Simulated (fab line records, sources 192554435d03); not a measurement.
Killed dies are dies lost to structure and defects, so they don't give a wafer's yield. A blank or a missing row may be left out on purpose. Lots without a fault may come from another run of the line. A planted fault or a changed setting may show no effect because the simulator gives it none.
Split-lot experiment | flow n5_finfet | 7 lots, 21 wafers read, on a route of 1938 steps

THE SPLIT
At N5_SDB_COAT_03 (time 60 s, resist thk 100 nm), the setting spin_rpm was moved away from the recipe's 1500 rpm on 7 of the 21 wafers read, by -9.3% to +6.6%. The other wafers ran this setting at the recipe's value.

FROM THE SPLIT TO THE READING: what the file shows between them, 4 steps
- N5_SDB_ETCH_17: etches SiARC in CF4, target depth 23.4 nm, time 39 s (also split here: bias_w)
- N5_SDB_ETCH_18: etches SOC in N2/H2, target depth 100 nm, overetch 20 nm, time 150 s
- N5_SDB_STRIP_19: strips in N2/H2
- N5_SDB_STRIP_21: strips in CF4

THE READING
SOC_of_SDB_COAT_03.thk_nm (the simulator's own value, which no gauge read), in nm, at N5_SDB_HM_OPEN_20 (chemistry CH3F/O2, target SiNx, stops on poly-Si, target depth 24 nm). The file gives no usual value for it. The 14 wafers here that ran the recipe average 84.1 nm, standard deviation 0.43 nm.

wafer  | tool, chamber at the split | spin_rpm as run, rpm | against the recipe | SOC_of_SDB_COAT_03.thk_nm, nm | against lot-mates on the recipe
L077.2 | litho_track-03, 0          | 1500                 | recipe             | 83.4                          | -
L077.5 | litho_track-03, 0          | 1500                 | recipe             | 83.8                          | -
L077.6 | litho_track-03, 0          | 1361                 | -9.3%              | 88.6                          | +5.0
L080.2 | litho_track-05, 0          | 1599                 | +6.6%              | 81.2                          | -3.3
L080.3 | litho_track-05, 0          | 1500                 | recipe             | 84.4                          | -
L080.5 | litho_track-05, 0          | 1500                 | recipe             | 84.6                          | -
L085.2 | litho_track-05, 0          | 1500                 | recipe             | 84.4                          | -
L085.3 | litho_track-05, 0          | 1500                 | recipe             | 84.4                          | -
L085.5 | litho_track-05, 0          | 1500                 | recipe             | 83.6                          | -
L090.2 | litho_track-03, 0          | 1500                 | recipe             | 84                            | -
L090.6 | litho_track-03, 0          | 1500                 | recipe             | 84                            | -
L090.4 | litho_track-03, 0          | 1578                 | +5.2%              | 81.6                          | -2.4
L093.1 | litho_track-03, 0          | 1500                 | recipe             | 84.2                          | -
L093.5 | litho_track-03, 0          | 1500                 | recipe             | 84.2                          | -
L093.6 | litho_track-03, 0          | 1500                 | recipe             | 83.6                          | -
L096.3 | litho_track-03, 0          | 1500                 | recipe             | 84.8                          | -
L096.4 | litho_track-03, 0          | 1402                 | -6.5%              | 87.6                          | +2.8
L096.6 | litho_track-03, 0          | 1402                 | -6.5%              | 87.8                          | +3.0
L097.3 | litho_track-02, 0          | 1392                 | -7.2%              | 87.2                          | +3.8
L097.5 | litho_track-02, 0          | 1500                 | recipe             | 83.4                          | -
L097.6 | litho_track-02, 0          | 1392                 | -7.2%              | 87.4                          | +4.0

THE FIT
A straight line over all 21 wafers: SOC_of_SDB_COAT_03.thk_nm changes by -0.483 nm for each +1% of spin_rpm; r = -0.98; the points scatter about the line by 0.42 nm.
The same after taking each lot's own level away (the mean of its wafers on the recipe; 21 wafers): -0.504 nm for each +1%; r = -0.99; scatter 0.27 nm.
On that fit, the largest move of spin_rpm shifts the reading by 4.7 nm.
The lots' own levels span 83.40 to 84.80 nm, that is 3.3 times the standard deviation above.
So the lot-to-lot level changes the slope little: the two slopes agree.
Check: with one of the wafers moved furthest among these (-9.3%) left out of the fit, the line predicts +4.58 nm for it against its lot-mates. It came out at +5 nm against them.

OTHER SPLITS ON THESE WAFERS
These wafers also went through other splits before the reading. Each is held against what the fit with the lots' levels taken away leaves over:
other split on the same wafers | wafers away from the commonest value | r with SOC_of_SDB_COAT_03.thk_nm (lot level and that fit taken away)
N5_SD_EPI_N_EXPOSE_06 dose_mj  | 7                                    | -0.15
N5_SDB_ETCH_17 bias_w          | 11                                   | -0.34

THE WHOLE CHAIN: every reading that the file lists as answering this split, in the file's order
step              | what it does                                                         | reading                                                                    | change (the file's fit)               | r (the file's)
N5_SDB_COAT_03    | time 60 s, resist thk 100 nm                                         | SOC_of_SDB_COAT_03.thk_nm (the simulator's own value, which no gauge read) | -0.493 nm for each +1% of the setting | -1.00
N5_SDB_ETCH_18    | etches SOC in N2/H2, target depth 100 nm, overetch 20 nm, time 150 s | etch.depth_nm (the simulator's own value, which no gauge read)             | -0.499 nm for each +1% of the setting | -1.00
N5_SDB_HM_OPEN_20 | chemistry CH3F/O2, target SiNx, stops on poly-Si, target depth 24 nm | SOC_of_SDB_COAT_03.thk_nm (the simulator's own value, which no gauge read) | -0.508 nm for each +1% of the setting | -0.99
N5_SDB_STRIP_22   | strips in N2/H2                                                      | strip_time_to_endpoint_s                                                   | withheld for each +1% of the setting  | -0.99

THE FILE'S OWN FIT
SOC_of_SDB_COAT_03.thk_nm changes by -0.508 nm for each +1% of spin_rpm, r = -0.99.
